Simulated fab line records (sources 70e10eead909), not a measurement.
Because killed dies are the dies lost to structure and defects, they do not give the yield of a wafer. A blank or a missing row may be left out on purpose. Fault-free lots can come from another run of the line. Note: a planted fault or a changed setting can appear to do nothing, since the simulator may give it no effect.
Tool commonality check	flow nand-harc	9 wafers sampled across 3 lots

REASON FOR OPENING
At NHARC_END_SORT_01 the reading killed-at-periphery is flagged on 2 of 3 lots. No-fault wafers: 3.5, standard deviation 2.5.
Rule: flag the lot when none of its wafers has a number, or when each of its wafers that has one lies beyond 4 standard deviations from that mean. As for the other lots, they are considered sound.

lot	measured	on	killed-at-periphery, wafer by wafer	flag
L947	day 27 21:34	prober-01	80 37 48	FLAGGED
L948	day 28 14:28	prober-02	88 70 47	FLAGGED
L953	day 30 10:13	prober-02	3 4 1	
Average over the flagged lots: 61.7; offset from the usual +58.2, equal to +23 standard deviations.

TOOL THAT RAN EACH LOT
Before the reading, the record contains 4 process steps out of a 1302-step route. Each cell gives the tool, then ch followed by the chambers the sampled wafers passed through, then the start.
lot	flag	NHARC_P_M2_PVD_20	NHARC_THIN_TSV_ETCH_44	NHARC_THIN_TSV_ANNEAL_52	NHARC_THIN_TSV_ETCH_36
L947	FLAGGED	pvd-sputter-01, day 9 17:47	rie-diel-11 ch 1,2,3, day 27 03:14	rtp-anneal-02 ch 0, day 27 07:12	rie-metal-01 ch 0,1, day 27 09:41
L948	FLAGGED	pvd-sputter-01, day 10 08:59	rie-diel-11 ch 0,3, day 27 23:44	rtp-anneal-02 ch 0, day 28 03:27	rie-metal-02 ch 0,1, day 28 05:50
L953		pvd-sputter-03, day 12 14:44	rie-diel-03 ch 1,2,3, day 29 17:05	rtp-anneal-01 ch 0, day 29 20:50	rie-metal-03 ch 0,1, day 29 23:11
These steps, and what they do:
- NHARC_P_M2_PVD_20: deposits TaN, target thk 5 nm, time 8.06 s.
- NHARC_THIN_TSV_ETCH_44: etches the open film in CF4/O2, target depth 1594.2 nm, time 797.1 s.
- NHARC_THIN_TSV_ANNEAL_52: time 90 s.
- NHARC_THIN_TSV_ETCH_36: etches the open film in Cl2/BCl3, target depth 65 nm, time 18.571 s.
- NHARC_END_SORT_01

FLAGGED OVER TOTAL, TOOL BY TOOL (the gauges that took the reading come last)
step	tool	lots run	flagged	share of the flagged lots	sound lots run after its first flagged lot
NHARC_P_M2_PVD_20	pvd-sputter-01	2	2	all	0
NHARC_P_M2_PVD_20	pvd-sputter-03	1	0	none	-
NHARC_THIN_TSV_ETCH_44	rie-diel-03	1	0	none	-
NHARC_THIN_TSV_ETCH_44	rie-diel-11	2	2	all	0
NHARC_THIN_TSV_ANNEAL_52	rtp-anneal-01	1	0	none	-
NHARC_THIN_TSV_ANNEAL_52	rtp-anneal-02	2	2	all	0
NHARC_THIN_TSV_ETCH_36	rie-metal-01	1	1	some	0
NHARC_THIN_TSV_ETCH_36	rie-metal-02	1	1	some	0
NHARC_THIN_TSV_ETCH_36	rie-metal-03	1	0	none	-
NHARC_END_SORT_01	prober-01	1	1	some	0
NHARC_END_SORT_01	prober-02	2	1	some	1 (L953)

WHAT THE TABLE ALLOWS
pvd-sputter-01 at NHARC_P_M2_PVD_20, rie-diel-11 at NHARC_THIN_TSV_ETCH_44 and rtp-anneal-02 at NHARC_THIN_TSV_ANNEAL_52: these 3 rows of the table ran every flagged lot.
- pvd-sputter-01 at NHARC_P_M2_PVD_20: 2 of its 2 lots flagged. Because this sample shows no sound lot run on it before its first flagged lot, the start cannot be pinned down more closely.
- rie-diel-11 at NHARC_THIN_TSV_ETCH_44: 2 of its 2 lots flagged. Because this sample shows no sound lot run on it before its first flagged lot, the start cannot be pinned down more closely.
- rtp-anneal-02 at NHARC_THIN_TSV_ANNEAL_52: 2 of its 2 lots flagged. Because this sample shows no sound lot run on it before its first flagged lot, the start cannot be pinned down more closely.
A lot count leaves these 3 tools indistinguishable: every one of them fits a fault beginning at some hour. More lots, or a look at what each step does to the wafer, might.

WHAT WAS PUT IN BY THE SIMULATOR
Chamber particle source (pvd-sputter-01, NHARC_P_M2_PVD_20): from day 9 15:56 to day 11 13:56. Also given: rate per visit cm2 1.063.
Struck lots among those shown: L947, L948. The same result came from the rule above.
